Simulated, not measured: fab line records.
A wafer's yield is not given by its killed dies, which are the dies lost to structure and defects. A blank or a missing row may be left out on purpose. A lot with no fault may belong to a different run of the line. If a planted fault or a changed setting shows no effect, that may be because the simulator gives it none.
Chamber matching    flow n5_finfet    cmp-02 running N5_BEOL_M7_CMP_52: 4 sister chambers
The step polishes, stops on SiCOH lowk, t overpolish 6.9 s, target thk 80 nm. 8 wafers are shown with their chamber, then 9 later ones without.

## EACH WAFER AND ITS CHAMBER
wafer   chamber  motor_current_A (A)  barrier_field_endpoint_s (s)
L084.5  0        6.1                  30.3
L084.1  0        5.7                  30.2
L084.3  1        6.4                  29.2
L086.1  1        6.0                  29.2
L086.5  2        5.6                  28.9
L093.3  3        6.7                  29.4
L093.4  2        5.5                  29.3
L093.6  3        6.4                  28.5

## WAFERS WITHOUT THEIR CHAMBER
wafer   motor_current_A (A)  barrier_field_endpoint_s (s)
L089.3  5.4                  28.3
L089.4  6.0                  28.6
L089.6  5.7                  28.8
L097.4  5.9                  29.5
L097.5  6.9                  29.5
L097.6  5.7                  30.5
L092.1  6.3                  28.2
L092.3  5.5                  28.8
L092.5  6.5                  29.1

## WHICH CHAMBER EACH WENT THROUGH
wafer    from the rows above                 in truth
L089.3   can't be placed: 2 or 1             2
L089.4   can't be placed: 1 or 2 or 3        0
L089.6   can't be placed: 2 or 1             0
L097.4   can't be placed: 1 or 2 or 0 or 3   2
L097.5   can't be placed: 3 or 1             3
L097.6   0                                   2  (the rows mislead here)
L092.1   can't be placed: 3 or 1 or 2        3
L092.3   2                                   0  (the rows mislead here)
L092.5   can't be placed: 3 or 1             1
Correct placement for 0 of the 9. From these rows, 7 cannot be placed; in 5 the true chamber is one of the candidates. Number placed wrongly: 2.
How it was worked out, from the rows above alone: a wafer's distance from a chamber is the root of the sum, over the readings, of the square of ((its reading less the chamber's mean) divided by the reading's scatter). If the next closest chamber is less than 2 further off than the closest, the wafer can't be placed; otherwise it belongs to the closest. For every chamber, the mean is computed from those of its wafers that are shown. How the scatter is found: for the shown wafers, subtract from each reading the mean of its chamber, square and add these, divide the total by (wafers less chambers), then take the root.
